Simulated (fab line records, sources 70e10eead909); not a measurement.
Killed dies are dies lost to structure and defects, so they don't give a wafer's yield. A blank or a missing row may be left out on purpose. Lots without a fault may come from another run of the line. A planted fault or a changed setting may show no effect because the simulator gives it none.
Chamber matching | flow nand_harc | NHARC_A_CHANNEL_FILL_D2_ALD_25 on ald_hk-04: 4 sister chambers
The step deposits SiOx, target thk 60 nm, pulse time 10 s, ald cycles 600. 20 wafers are shown with their chamber, then 10 later ones without.

WAFERS WITH THEIR CHAMBER
wafer  | chamber | heater_power_outer_w (W) | heater_power_w (W) | precursor_pulse_height_rel
L075.1 | 2       | 277                      | 470                | 1.007
L075.2 | 3       | 226                      | 492                | 1.016
L075.5 | 3       | 226                      | 485                | 0.979
L077.2 | 2       | 283                      | 462                | 1.008
L077.3 | 1       | 256                      | 507                | 1.021
L077.5 | 1       | 265                      | 511                | 0.997
L078.1 | 1       | 262                      | 504                | 0.979
L078.5 | 0       | 235                      | 510                | 1.015
L078.6 | 3       | 225                      | 490                | 1.002
L080.2 | 3       | 225                      | 492                | 1.011
L080.3 | 0       | 248                      | 499                | 0.993
L080.5 | 0       | 245                      | 504                | 0.990
L082.1 | 1       | 266                      | 515                | 1.006
L082.2 | 2       | 281                      | 464                | 0.965
L082.4 | 3       | 231                      | 507                | 0.989
L088.2 | 2       | 289                      | 479                | 1.011
L088.3 | 0       | 233                      | 496                | 1.019
L088.5 | 3       | 226                      | 482                | 0.980
L091.2 | 3       | 222                      | 470                | 1.019
L091.4 | 2       | 286                      | 468                | 0.994

SIGNATURES (means of the wafers above)
reading                    | chamber 0 | chamber 1 | chamber 2 | chamber 3 | scatter within a chamber
heater_power_outer_w       | 240.25    | 262.25    | 283.20    | 225.86    | 4.68
heater_power_w             | 502.25    | 509.25    | 468.60    | 488.29    | 8.37
precursor_pulse_height_rel | 1.00425   | 1.00075   | 0.99700   | 0.99943   | 0.0172
Rule: a wafer's distance from a chamber is the root of the sum, over the readings, of the square of ((its reading less the chamber's mean) divided by the reading's scatter). The wafer belongs to the nearest chamber; if the next one is less than 2 further off, it can't be placed. The scatter: the root of (the sum of the squares of (reading less its chamber's mean) over the shown wafers, divided by (wafers less chambers)).

WAFERS WITHOUT THEIR CHAMBER
wafer  | heater_power_outer_w (W) | heater_power_w (W) | precursor_pulse_height_rel
L091.6 | 288                      | 476                | 1.022
L094.1 | 249                      | 510                | 0.979
L094.4 | 228                      | 492                | 0.979
L094.5 | 226                      | 490                | 0.970
L096.1 | 228                      | 484                | 1.005
L096.3 | 241                      | 489                | 0.980
L096.4 | 296                      | 476                | 1.021
L097.1 | 226                      | 486                | 0.996
L097.2 | 242                      | 502                | 1.031
L097.5 | 289                      | 476                | 1.025

WHICH CHAMBER EACH WENT THROUGH
wafer  | from the rows above     | in truth
L091.6 | 2                       | 2
L094.1 | can't be placed: 0 or 1 | 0
L094.4 | can't be placed: 3 or 0 | 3
L094.5 | 3                       | 3
L096.1 | 3                       | 3
L096.3 | can't be placed: 0 or 3 | 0
L096.4 | 2                       | 2
L097.1 | 3                       | 3
L097.2 | 0                       | 0
L097.5 | 2                       | 2
Placed correctly: 7 of 10. Can't be placed from these rows: 3 (the true chamber is among the candidates in 3). Placed wrongly: 0.
